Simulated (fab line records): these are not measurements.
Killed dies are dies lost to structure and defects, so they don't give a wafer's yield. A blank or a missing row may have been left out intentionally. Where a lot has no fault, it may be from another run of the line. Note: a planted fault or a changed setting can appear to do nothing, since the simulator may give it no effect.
Matching of chambers    flow n5_finfet    N5_BEOL_M1_ETCH_70 on rie_diel-01 has 4 sister chambers
The step etches SOC in N2/H2, target depth 80 nm, overetch 16 nm, time 120 s. 20 wafers are shown with their chamber, then 10 later ones without.

## WAFERS PAIRED WITH THEIR CHAMBERS
wafer   chamber  drypump_motor_current_A (A)  showerhead_plenum_p_Torr (Torr)  throttle_valve_pct (%)
L076.3  1        5.2                          2.62                             17.74
L076.4  3        4.7                          2.51                             18.09
L076.6  2        5.6                          2.53                             17.88
L077.2  2        5.5                          2.53                             17.89
L077.4  3        4.7                          2.51                             18.09
L077.5  1        5.2                          2.62                             17.75
L078.1  3        4.7                          2.51                             18.11
L078.3  0        5.0                          2.65                             18.06
L078.5  0        5.0                          2.65                             18.06
L082.2  3        4.8                          2.51                             18.10
L082.3  0        5.0                          2.65                             18.06
L082.4  2        5.6                          2.52                             17.90
L081.2  1        5.2                          2.61                             17.76
L081.3  2        5.5                          2.52                             17.92
L081.5  3        4.7                          2.51                             18.13
L084.1  0        5.0                          2.64                             18.07
L084.2  1        5.2                          2.61                             17.78
L084.4  2        5.6                          2.52                             17.91
L088.2  3        4.7                          2.50                             18.16
L088.3  2        5.6                          2.51                             17.96

SIGNATURES (means of the wafers above)
reading                   chamber 0  chamber 1  chamber 2  chamber 3  scatter within a chamber
drypump_motor_current_A   5.000      5.200      5.567      4.717      0.0368
showerhead_plenum_p_Torr  2.6475     2.6150     2.5217     2.5083     0.00582
throttle_valve_pct        18.0625    17.7575    17.9100    18.1133    0.0233
Rule: for a wafer and a chamber, the distance is found by dividing, reading by reading, the gap between the wafer's reading and the chamber's mean by the reading's scatter, squaring, summing and taking the root. The wafer belongs to the nearest chamber; if the next one is less than 2 further off, it can't be placed. The scatter: take each reading less its chamber's mean, square it, sum over the shown wafers, divide by the number of wafers less the number of chambers, and take the root.

## WAFERS WITH NO CHAMBER GIVEN
wafer   drypump_motor_current_A (A)  showerhead_plenum_p_Torr (Torr)  throttle_valve_pct (%)
L088.5  4.7                          2.50                             18.16
L089.3  5.0                          2.63                             18.11
L089.5  4.7                          2.50                             18.16
L089.6  5.6                          2.51                             17.95
L092.2  5.6                          2.51                             17.94
L092.4  4.8                          2.50                             18.17
L092.6  5.6                          2.51                             17.96
L086.3  5.6                          2.51                             17.97
L086.4  5.0                          2.63                             18.12
L086.5  4.7                          2.50                             18.17

## THE CHAMBER EACH PASSED THROUGH
wafer   from the rows above  in truth
L088.5  3                    3
L089.3  0                    0
L089.5  3                    3
L089.6  2                    2
L092.2  2                    2
L092.4  3                    3
L092.6  2                    2
L086.3  2                    2
L086.4  0                    0
L086.5  3                    3
Placed correctly: 10 of 10. Not placeable from these rows: 0. Number placed wrongly: 0.
